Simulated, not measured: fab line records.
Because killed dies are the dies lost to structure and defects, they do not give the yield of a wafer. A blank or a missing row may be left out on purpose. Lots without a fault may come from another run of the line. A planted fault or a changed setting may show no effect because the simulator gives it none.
Matching of chambers :: flow nand harc :: rie diel-04 running NHARC_A_STAIRCASE_DESCUM_291: 4 sister chambers
The step chemistry O2, time 3 s. 7 wafers are shown with their chamber, then 7 later ones without.

== EACH WAFER AND ITS CHAMBER ==
wafer: L082.1
chamber: 3
drypump motor current A (A): 6.0
showerhead plenum p Torr (Torr): 2.01

wafer: L087.6
chamber: 2
drypump motor current A (A): 5.6
showerhead plenum p Torr (Torr): 1.77

wafer: L091.3
chamber: 0
drypump motor current A (A): 5.9
showerhead plenum p Torr (Torr): 1.95

wafer: L091.4
chamber: 1
drypump motor current A (A): 6.2
showerhead plenum p Torr (Torr): 2.07

wafer: L091.6
chamber: 0
drypump motor current A (A): 5.9
showerhead plenum p Torr (Torr): 1.95

wafer: L093.1
chamber: 3
drypump motor current A (A): 6.1
showerhead plenum p Torr (Torr): 2.00

wafer: L093.3
chamber: 1
drypump motor current A (A): 6.2
showerhead plenum p Torr (Torr): 2.07

== WAFERS WHOSE CHAMBER IS MISSING ==
wafer: L093.6
drypump motor current A (A): 6.0
showerhead plenum p Torr (Torr): 2.00

wafer: L090.1
drypump motor current A (A): 6.0
showerhead plenum p Torr (Torr): 1.95

wafer: L090.3
drypump motor current A (A): 6.0
showerhead plenum p Torr (Torr): 2.00

wafer: L090.6
drypump motor current A (A): 6.1
showerhead plenum p Torr (Torr): 2.07

wafer: L094.1
drypump motor current A (A): 6.0
showerhead plenum p Torr (Torr): 1.95

wafer: L094.3
drypump motor current A (A): 5.6
showerhead plenum p Torr (Torr): 1.77

wafer: L094.4
drypump motor current A (A): 6.2
showerhead plenum p Torr (Torr): 2.06

== WHICH CHAMBER EACH ONE RAN IN ==
wafer: L093.6
from the rows above: 3
in truth: 3

wafer: L090.1
from the rows above: 0
in truth: 0

wafer: L090.3
from the rows above: 3
in truth: 3

wafer: L090.6
from the rows above: 1
in truth: 1

wafer: L094.1
from the rows above: 0
in truth: 0

wafer: L094.3
from the rows above: 2
in truth: 2

wafer: L094.4
from the rows above: 1
in truth: 1
7 of 7 placed correctly. Can't be placed from these rows: 0. Wrongly placed: 0.
How it was worked out, from the rows above alone: a wafer's distance from a chamber is the root of the sum, over the readings, of the square of ((its reading less the chamber's mean) divided by the reading's scatter). If the next closest chamber is less than 2 further off than the closest, the wafer can't be placed; otherwise it belongs to the closest. Each chamber's mean is taken over the wafers shown for it. The scatter: take each reading less its chamber's mean, square it, sum over the shown wafers, divide by the number of wafers less the number of chambers, and take the root.
